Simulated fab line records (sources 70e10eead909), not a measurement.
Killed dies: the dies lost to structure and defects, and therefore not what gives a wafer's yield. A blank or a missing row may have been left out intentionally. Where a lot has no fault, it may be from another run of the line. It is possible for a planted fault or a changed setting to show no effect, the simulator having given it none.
Comparing a struck lot with a sound one :: flow nand harc :: 38 out of 1302 route steps
Sound: these wafers, L336.2, L336.3, L336.6. Struck: wafer L330.4. The cause is given at the end.
Per side, at each step with rows, come the tool, then ch with its chambers, and then its first start. Under that, the readings that differ: sound wafers :: struck wafers :: difference of the means :: sigmas: that difference in standard deviations of wafers without a fault.
alike: readings with means less than 2 such deviations apart, plus words and numbers identical on both sides. not compared: withheld readings, readings lacking a value on some wafer, bounds such as >300 that could conceal the same value, and numbers that have no deviation in the record and whose values overlap.
Wherever a step has rows on one side only, a row that says differs or no value, or a row with sigmas, the two part there. When numbers do not overlap yet have no deviation, they are printed without sigmas and do not part them. A reading missing from all wafers of one side parts the sides only when that side holds two or more wafers.

NHARC_A_STAIRCASE_STRIP_316: strips in O2.
  sound: rie diel-11 ch 0,1,3; struck: rie diel-11 ch 1
  alike: drypump motor current A, oes product au, rf vpp V, showerhead plenum p Torr, throttle valve pct
  not compared: rf hours counter h
then, 3 steps without rows for these wafers: NHARC_A_STAIRCASE_STRIP_317 (strips in SPM, time 900 s); NHARC_A_STAIRCASE_PRECLEAN_318 (cleans in SC1); NHARC_A_STAIRCASE_SRD_329.
NHARC_A_STAIRCASE_ALD_415: deposits SiO2, target thk 30 nm, pulse time 6 s, ald cycles 300.
  sound on ald hk-02 ch 0,1, day 22 05:06; struck on ald hk-04 ch 0, day 20 00:14
  alike: heater power w, precursor pulse height rel
NHARC_A_STAIRCASE_ETCHBACK_416: etches the open film in C4F8/O2/Ar, target depth 36 nm, time 7.2 s.
  sound: rie diel-11 ch 1,2,3; struck: rie diel-13 ch 1
  alike: oes product au, rf vpp V
  not compared: rf hours counter h
NHARC_A_STAIRCASE_STRIP_476: strips in O2, time 20 s.
  sound on rie diel-11 ch 0,2,3, day 22 07:17; struck on rie diel-13 ch 2, day 20 02:12
reading: drypump motor current A (A)
sound: 5.5 6.1 6.5
struck: 5.0
difference: -1.0
sigmas: -2

reading: oes product au (a.u.)
sound: 0.993 0.991 0.989
struck: 1.021
difference: +0.030
sigmas: +2
  alike: rf vpp V, showerhead plenum p Torr, throttle valve pct
  not compared: rf hours counter h
then, 4 steps without rows for these wafers: NHARC_A_STAIRCASE_DEP_417 (deposits Si3N4, target thk 60 nm); NHARC_A_STAIRCASE_WET_418 (chemistry H3PO4, target depth 20 nm); NHARC_A_STAIRCASE_PRECLEAN_419 (cleans in SC1); NHARC_A_STAIRCASE_SRD_421.
NHARC_A_STAIRCASE_ALD_420: deposits SiO2, target thk 20 nm, pulse time 6 s, ald cycles 200.
  sound on ald hk-01 ch 0,1,3, day 22 10:31; struck on ald hk-02 ch 0, day 20 05:20
  alike: heater power w, precursor pulse height rel
then, 1 step without rows for these wafers: NHARC_A_STAIRCASE_CVD_552 (deposits SiNx, target thk 40 nm).
NHARC_A_STAIRCASE_DEP_151: deposits SiO2, target thk 7200 nm.
  sound on pecvd-04 ch 1,2, day 22 18:25; struck on pecvd-04 ch 2, day 20 13:26
  alike: heater power w, mfc precursor sccm
then, 22 steps without rows for these wafers: NHARC_A_STAIRCASE_ANNEAL_320 (time 1800 s); NHARC_A_STAIRCASE_DEP_322 (deposits SiO2, target thk 7200 nm); NHARC_A_STAIRCASE_ANNEAL_323 (time 1800 s); NHARC_A_STAIRCASE_DEP_325 (deposits SiO2, target thk 7200 nm); NHARC_A_STAIRCASE_ANNEAL_326 (time 1800 s); NHARC_A_STAIRCASE_DEHYDRATE_433 (time 120 s); NHARC_A_STAIRCASE_HMDS_434 (time 30 s); NHARC_A_STAIRCASE_COAT_435; NHARC_A_STAIRCASE_SOFTBAKE_436 (time 170 s); NHARC_A_STAIRCASE_EBR_437; NHARC_A_STAIRCASE_EXPOSE_438 (exposes mask STAIR REV); NHARC_A_STAIRCASE_PEB_439 (peb time 130 s); NHARC_A_STAIRCASE_DEVELOP_440 (time 140 s); NHARC_A_STAIRCASE_HARDBAKE_442 (time 140 s); NHARC_A_STAIRCASE_DESCUM_443 (chemistry O2, time 3 s); NHARC_A_STAIRCASE_ETCH_444 (etches the open film in C4F8/O2, target depth 20400 nm, time 6800 s); NHARC_A_STAIRCASE_STRIP_446 (strips in O2); NHARC_A_STAIRCASE_STRIP_447 (strips in SPM, time 900 s); NHARC_A_STAIRCASE_PRECLEAN_448 (cleans in SC1); NHARC_A_STAIRCASE_SRD_449; NHARC_A_STAIRCASE_CMP_450 (polishes SiO2, target thk 200 nm); NHARC_A_STAIRCASE_CMP_152 (polishes).
NHARC_A_SGD_CUT_DEP_00: deposits SiNx, target thk 50 nm.
  sound on pecvd-02 ch 0,2, day 24 04:08; struck on pecvd-02 ch 1, day 21 23:20
reading: hold
sound: - - -
struck: await dispo/3.6h/release
difference: no value on the sound wafers
sigmas: 
  alike: heater power w
-- the record jumps here: 7 days lie between the struck wafers' starts before and after (it left off in module A_SGD_CUT and takes up again in module END, whose first step shown is number 1302 of the route) --
NHARC_END_SORT_01:
  here the record holds rows for the struck wafers (prober-01 ch 0, day 28 14:02) but none for the sound ones

== WHERE THEY PART ==
First at NHARC_A_STAIRCASE_STRIP_476; last, within this record, at NHARC_END_SORT_01.

WHY: what the simulator had put in
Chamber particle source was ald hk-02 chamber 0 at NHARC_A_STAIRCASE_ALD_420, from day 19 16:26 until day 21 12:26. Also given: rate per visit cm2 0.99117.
